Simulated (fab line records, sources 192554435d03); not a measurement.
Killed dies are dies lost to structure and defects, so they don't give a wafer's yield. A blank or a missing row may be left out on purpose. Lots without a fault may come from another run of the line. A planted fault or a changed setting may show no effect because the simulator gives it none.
A struck lot beside a sound one | flow n5_finfet | 14 steps out of a route of 1938
Sound: wafers L717.1, L717.4, L717.5. Struck: wafers L709.1, L709.4, L709.6. The cause comes at the end.
At each step with rows: each side's tool, then ch and its chambers, then its first start. Under that, the readings that differ: sound wafers | struck wafers | difference of the means | sigmas: that difference in standard deviations of wafers without a fault.
alike: readings whose means differ by less than 2 such deviations, and words and numbers that are the same on both sides. not compared: withheld readings, readings that some wafer has no value for, bounds like >300 that may hide the same value, and numbers for which the record gives no deviation and whose values overlap.
The two part at a step that has a row with sigmas, a row that says differs or no value, or rows on one side only. Numbers that don't overlap but have no deviation are shown without sigmas and don't part them. A reading that every wafer of one side lacks parts them only if that side has two wafers or more.

first, 2 steps without rows for these wafers: N5_FIN_SAQP_PRECLEAN_45 (cleans in dHF, time 10 s); N5_FIN_SAQP_SRD_39 (time 30 s).
N5_FIN_SAQP_OCD_MEAS_76:
  sound on ocd-01, day 7 08:56; struck on ocd-01, day 5 13:04
  alike: trench_depth_nm
N5_FIN_SAQP_INSPECT_40: inspects for defects (brightfield).
  sound on defect_inspect-01, day 7 08:58; struck on defect_inspect-02, day 5 13:05
  alike: raw_defect_count
then, 8 steps without rows for these wafers: N5_FIN_CUT_COAT_18 (time 60 s, resist thk 230 nm); N5_FIN_CUT_COAT_19 (time 60 s, resist thk 20 nm); N5_FIN_CUT_COAT_29 (time 60 s, resist thk 10 nm); N5_FIN_CUT_COAT_02 (resist thk 30 nm); N5_FIN_CUT_EBR_04; N5_FIN_CUT_SOFTBAKE_03 (time 60 s); N5_FIN_CUT_EXPOSE_05 (exposes mask FIN CUT); N5_FIN_CUT_PEB_06 (peb time 60 s).
N5_FIN_CUT_DEVELOP_07: develop time 30 s.
  sound on litho_track-03 ch 0, day 7 09:20; struck on litho_track-04, day 5 13:28
  no value came back on the struck wafers for chill_plate_temp_C (C), develop_time_s (s); on the sound wafers chill_plate_temp_C (C) reads 23.11 23.10 23.03
  reading                                      | sound          | struck   | difference | sigmas
  model.CAR-EUV_of_FIN_CUT_COAT_02.thk_nm (nm) | 29.6 29.4 29.6 | 30 30 30 | +0         |
N5_FIN_CUT_CD_MEAS_08: target cd 29.1 nm.
  sound on cd_sem-03 ch 0, day 7 09:23; struck on cd_sem-03 ch 0, day 5 13:31
  reading    | sound             | struck | difference                    | sigmas
  cd_nm (nm) | 29.37 28.89 29.39 | - - -  | no value on the struck wafers |

WHERE THEY PART
First at N5_FIN_CUT_DEVELOP_07; last, within this record, at N5_FIN_CUT_CD_MEAS_08.

WHY: what the simulator had put in
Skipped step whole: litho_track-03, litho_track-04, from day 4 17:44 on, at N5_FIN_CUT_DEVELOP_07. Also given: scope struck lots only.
